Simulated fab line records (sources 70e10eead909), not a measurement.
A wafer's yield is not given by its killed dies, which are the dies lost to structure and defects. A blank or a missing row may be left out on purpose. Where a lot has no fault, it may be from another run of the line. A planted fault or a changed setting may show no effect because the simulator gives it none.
Matching of chambers ; flow nand_harc ; 4 sister chambers for NHARC_A_WL_FILL_ALD_02 on ald_metal-03
The step deposits TiN, target thk 2 nm, pulse time 3 s, ald cycles 100. 8 wafers are shown with their chamber, then 11 later ones without.

WAFERS WITH THEIR CHAMBER
wafer;chamber;heater_power_w (W);precursor_pulse_height_rel
L081.3;0;1169;1.016
L081.6;2;1009;0.996
L080.4;2;999;1.004
L082.1;1;1068;1.017
L088.1;0;1202;1.011
L088.2;1;1072;0.973
L088.4;3;1025;0.968
L087.1;3;1030;1.019

WAFERS WITHOUT THEIR CHAMBER
wafer;heater_power_w (W);precursor_pulse_height_rel
L087.2;1210;1.001
L087.3;1072;0.985
L089.3;977;0.996
L089.5;1180;1.017
L089.6;1033;0.999
L094.1;1051;1.013
L094.3;1203;0.981
L094.6;1179;1.001
L095.3;1187;0.992
L095.5;1019;1.000
L095.6;1176;0.982

WHICH CHAMBER EACH ONE RAN IN
wafer;from the rows above;in truth
L087.2;0;0
L087.3;1;1
L089.3;can't be placed: 2 or 3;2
L089.5;0;0
L089.6;can't be placed: 3 or 2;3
L094.1;can't be placed: 1 or 3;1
L094.3;0;0
L094.6;0;0
L095.3;0;0
L095.5;can't be placed: 3 or 2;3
L095.6;0;0
Placed correctly: 7 of 11. Cannot be placed on the basis of these rows: 4; the candidates contain the true chamber in 4. Placed wrongly: 0.
How it was worked out, from the rows above alone: a wafer's distance from a chamber is the root of the sum, over the readings, of the square of ((its reading less the chamber's mean) divided by the reading's scatter). The wafer belongs to the nearest chamber; if the next one is less than 2 further off, it can't be placed. The mean given for a chamber averages the wafers shown for that chamber. How the scatter is found: for the shown wafers, subtract from each reading the mean of its chamber, square and add these, divide the total by (wafers less chambers), then take the root.
